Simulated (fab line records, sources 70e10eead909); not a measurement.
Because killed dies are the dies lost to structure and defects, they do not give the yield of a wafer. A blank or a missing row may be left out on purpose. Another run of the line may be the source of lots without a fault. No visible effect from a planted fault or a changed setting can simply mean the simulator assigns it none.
Which tool did it? :: flow nand harc :: 6 lots with 18 wafers sampled at 4 steps, on a route of 1302 steps

WHAT THE GAUGES READ, wafer by wafer
NHARC_END_SORT_01.
lot: L635
measured: day 26 17:59
on: prober-01
defect limited yield (%): 94.1 91.7 94.1

lot: L639
measured: day 27 15:53
on: prober-02
defect limited yield (%): 89.8 91.0 95.4

lot: L641
measured: day 28 10:52
on: prober-02
defect limited yield (%): 90.4 93.1 91.0

lot: L646
measured: day 31 03:02
on: prober-01
defect limited yield (%): 93.8 91.9 0

WHAT TOOL EACH LOT RAN ON (gives the tool, then ch and the chambers of the sampled wafers, and finally the start)
lot: L632
NHARC_A_BONDPAD_ETCH_34: rie diel-04 ch 0,1,3, day 24 04:38
NHARC_A_BONDPAD_ETCH_12: rie diel-04 ch 2,3, day 24 04:44
NHARC_A_BONDPAD_PVD_27: pvd sputter-02, no start

lot: L635
NHARC_A_BONDPAD_ETCH_34: rie diel-04 ch 0,2,3, day 25 12:11
NHARC_A_BONDPAD_ETCH_12: rie diel-04 ch 1,2, day 25 12:17
NHARC_A_BONDPAD_PVD_27: pvd sputter-02, day 26 17:59 or earlier

lot: L639
NHARC_A_BONDPAD_ETCH_34: rie diel-04 ch 1,2,3, day 26 05:51
NHARC_A_BONDPAD_ETCH_12: rie diel-04 ch 2,3, day 26 05:56
NHARC_A_BONDPAD_PVD_27: pvd sputter-03, day 27 15:53 or earlier

lot: L641
NHARC_A_BONDPAD_ETCH_34: rie diel-04 ch 0,2,3, day 27 04:17
NHARC_A_BONDPAD_ETCH_12: rie diel-04 ch 2,3, day 27 04:22
NHARC_A_BONDPAD_PVD_27: pvd sputter-03, day 28 10:52 or earlier

lot: L643
NHARC_A_BONDPAD_ETCH_34: rie diel-04 ch 1,2,3, day 28 14:44
NHARC_A_BONDPAD_ETCH_12: rie diel-04 ch 1,2,3, day 28 14:49
NHARC_A_BONDPAD_PVD_27: pvd sputter-02, no start

lot: L646
NHARC_A_BONDPAD_ETCH_34: rie diel-04 ch 0,2,3, day 29 16:35
NHARC_A_BONDPAD_ETCH_12: rie diel-04 ch 2,3, day 29 16:43
NHARC_A_BONDPAD_PVD_27: pvd sputter-02, day 31 03:02 or earlier
- NHARC_A_BONDPAD_ETCH_34: etches the open film in N2/H2, target depth 60 nm, overetch 18 nm, time 65.91 s.
- NHARC_A_BONDPAD_ETCH_12: etches the open film in CHF3/O2, target depth 220 nm, time 110 s.
- NHARC_A_BONDPAD_PVD_27: deposits Cu, target thk 30 nm, time 20.49 s.

THE ANSWER, worked out from the rows above alone
Rule: usual is defined by the lots themselves. Put in order of their means at a reading, lots are off if they are a third of the lots or fewer, leave a main group of 4 or more, and stand apart from it by a gap of 3 or more times the standard deviation of the main group's means; of several such gaps the widest counts. The tables above print the reading to a certain number of digits; a main group whose means all agree to those digits is not used. A lot without any number at a reading at which 4 lots or more have one is off too. All remaining lots with rows at the step are treated as sound.
No lot is off on any of the readings shown, so nothing can be concluded from this.

WHAT HAD BEEN PUT IN BY THE SIMULATOR
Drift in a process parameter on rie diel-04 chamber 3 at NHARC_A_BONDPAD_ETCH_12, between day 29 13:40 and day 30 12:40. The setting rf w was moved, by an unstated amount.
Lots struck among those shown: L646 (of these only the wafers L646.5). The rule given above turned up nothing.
